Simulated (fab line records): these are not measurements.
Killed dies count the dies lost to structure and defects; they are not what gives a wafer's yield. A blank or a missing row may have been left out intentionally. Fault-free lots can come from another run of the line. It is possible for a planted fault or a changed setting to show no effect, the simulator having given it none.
Split-lot trial ; flow n5 finfet ; 21 wafers read across 7 lots, on a route 1938 steps long

== ABOUT THE SPLIT ==
At N5_FIN_SAQP_HM_DEP_72 (deposits SiO2 from SiH4/N2O, target thk 12 nm, time 7.2 s), the setting time s was moved away from the recipe's 7.2 s on 5 of the 21 wafers read, by -14.9% to +13.2%. This setting was run at the recipe's value on the other wafers.

== FROM THE SPLIT TO THE READING: what the file shows between them, 6 steps ==
- N5_FIN_SAQP_EXPOSE_13: exposes mask FIN CORE, target cd 35.6 nm (also split here: dose mj)
- N5_FIN_SAQP_PEB_14: peb time 60 s
- N5_FIN_SAQP_DEVELOP_15: develop time 30 s
- N5_FIN_SAQP_CD_MEAS_16: target cd 35.6 nm
- N5_FIN_SAQP_ETCH_52: etches SOC in N2/H2, target depth 100 nm, overetch 20 nm, time 150 s
- N5_FIN_SAQP_STRIP_53: strips in N2/H2

== THE READING ==
etch.depth nm (the simulator's own value, which no gauge read), in nm, at N5_FIN_SAQP_HM_OPEN_73 (chemistry CHF3/O2, target SiO2, stops on a-Si, target depth 12 nm, time 16.8 s). There is no usual value for it anywhere in the file. Across the 16 wafers here that went through the recipe, the average is 12.00 nm and the standard deviation 0.13 nm.

wafer;tool, chamber at the split;time s as run, s;against the recipe;etch.depth nm, nm;against lot-mates on the recipe
L074.1;pecvd-01, 1,0;7.2;recipe;12;-
L074.5;pecvd-01, 1,0;7.2;recipe;12;-
L074.6;pecvd-01, 1;7.2;recipe;11.94;-
L076.1;pecvd-04, 1;7.2;recipe;12;-
L076.5;pecvd-04, 2;7.2;recipe;12.31;-
L076.6;pecvd-04, 1;7.2;recipe;12.05;-
L084.1;pecvd-01, 0;7.2;recipe;11.83;-
L084.3;pecvd-01, 0;7.2;recipe;12.06;-
L084.6;pecvd-01, 0;7.2;recipe;12.08;-
L085.1;pecvd-01, 2;8.149;+13.2%;13.58;+1.46
L085.5;pecvd-01, 0;8.149;+13.2%;13.7;+1.58
L085.6;pecvd-01, 2;7.2;recipe;12.12;-
L087.1;pecvd-01, 0;6.129;-14.9%;10.12;-1.85
L087.2;pecvd-01, 1;7.2;recipe;11.91;-
L087.3;pecvd-01, 2;7.2;recipe;12.03;-
L089.4;pecvd-02, 0;7.2;recipe;12.09;-
L089.5;pecvd-02, 1;7.868;+9.3%;13.41;+1.32
L089.6;pecvd-02, 2;7.868;+9.3%;13.27;+1.18
L094.2;pecvd-02, 1;7.2;recipe;11.78;-
L094.5;pecvd-02, 0;7.2;recipe;11.91;-
L094.6;pecvd-02, 2;7.2;recipe;11.84;-
Rows listing several chambers each stand for several wafers; the file does not say which wafer went through which chamber.

THE FIT
A straight line over all 21 wafers: etch.depth nm changes by +0.129 nm for each +1% of time s; r = +0.99; the points scatter about the line by 0.13 nm.
The same after taking each lot's own level away (the mean of its wafers on the recipe; 21 wafers): +0.123 nm for each +1%; r = +0.99; scatter 0.096 nm.
According to that fit, moving time s by its largest amount changes the reading by 1.8 nm.
The lots' own levels span 11.843 to 12.120 nm, that is 2.2 times the standard deviation above.
The two slopes are in agreement: the lot-to-lot level therefore moves the slope only a little.
Check: for one of the wafers moved furthest among these (-14.9%), held out of the fit, the line's prediction against its lot-mates is -1.8 nm. It came out at -1.85 nm against them.

== OTHER SPLITS APPLIED TO THESE WAFERS ==
Other splits were also applied to these wafers ahead of the reading. Each is held against what the fit with the lots' levels taken away leaves over:
other split on the same wafers;wafers away from the commonest value;r with etch.depth nm (lot level and that fit taken away)
N5_ZERO_LAYER_PECVD_02 time s;6;-0.21
N5_PMOS_HMC_CHANNEL_EPI_EXPOSE_06 dose mj;7;+0.07
N5_PMOS_HMC_CHANNEL_EPI_PEB_07 peb time s;5;-0.07
N5_FIN_SAQP_EXPOSE_13 dose mj;7;+0.21

== THE WHOLE CHAIN: every reading that the file lists as answering this split, in the file's order ==
step;what it does;reading;change (the file's fit);r (the file's)
N5_FIN_SAQP_HM_DEP_72;deposits SiO2 from SiH4/N2O, target thk 12 nm, time 7.2 s;SiO2_of_FIN_SAQP_HM_DEP_72.thk nm (the simulator's own value, which no gauge read);+0.123 nm for each +1% of the setting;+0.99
N5_FIN_SAQP_HM_OPEN_73;chemistry CHF3/O2, target SiO2, stops on a-Si, target depth 12 nm, time 16.8 s;etch.depth nm (the simulator's own value, which no gauge read);+0.123 nm for each +1% of the setting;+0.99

== FILE'S OWN FIT ==
etch.depth nm changes by +0.123 nm for each +1% of time s, r = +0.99.
